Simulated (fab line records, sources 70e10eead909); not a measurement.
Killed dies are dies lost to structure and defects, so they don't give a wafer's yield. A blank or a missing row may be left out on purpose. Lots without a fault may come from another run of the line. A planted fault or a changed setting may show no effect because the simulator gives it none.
Chamber matching | flow nand_harc | NHARC_A_SLIT_DESCUM_14 on rie_diel-09: 4 sister chambers
The step chemistry O2, time 3 s. 8 wafers are shown with their chamber, then 9 later ones without.

WAFERS WITH THEIR CHAMBER
wafer  | chamber | showerhead_plenum_p_Torr (Torr) | drypump_motor_current_A (A)
L082.1 | 2       | 1.80                            | 5.3
L085.1 | 0       | 2.05                            | 6.2
L089.3 | 1       | 1.89                            | 6.1
L089.4 | 3       | 1.96                            | 6.1
L089.6 | 3       | 1.96                            | 6.1
L088.4 | 0       | 2.04                            | 6.2
L088.5 | 2       | 1.80                            | 5.3
L088.6 | 1       | 1.89                            | 6.2

WAFERS WITHOUT THEIR CHAMBER
wafer  | showerhead_plenum_p_Torr (Torr) | drypump_motor_current_A (A)
L090.2 | 1.96                            | 6.0
L090.3 | 2.04                            | 6.2
L090.6 | 2.04                            | 6.2
L091.1 | 1.96                            | 6.1
L091.4 | 1.80                            | 5.4
L091.5 | 1.96                            | 6.1
L093.2 | 1.80                            | 5.3
L093.4 | 2.04                            | 6.2
L093.6 | 1.88                            | 6.2

WHICH CHAMBER EACH WENT THROUGH
wafer  | from the rows above | in truth
L090.2 | 3                   | 3
L090.3 | 0                   | 0
L090.6 | 0                   | 0
L091.1 | 3                   | 3
L091.4 | 2                   | 2
L091.5 | 3                   | 3
L093.2 | 2                   | 2
L093.4 | 0                   | 0
L093.6 | 1                   | 1
Placed correctly: 9 of 9. Can't be placed from these rows: 0. Placed wrongly: 0.
How it was worked out, from the rows above alone: a wafer's distance from a chamber is the root of the sum, over the readings, of the square of ((its reading less the chamber's mean) divided by the reading's scatter). The wafer belongs to the nearest chamber; if the next one is less than 2 further off, it can't be placed. A chamber's mean is the mean of its shown wafers. The scatter: the root of (the sum of the squares of (reading less its chamber's mean) over the shown wafers, divided by (wafers less chambers)).
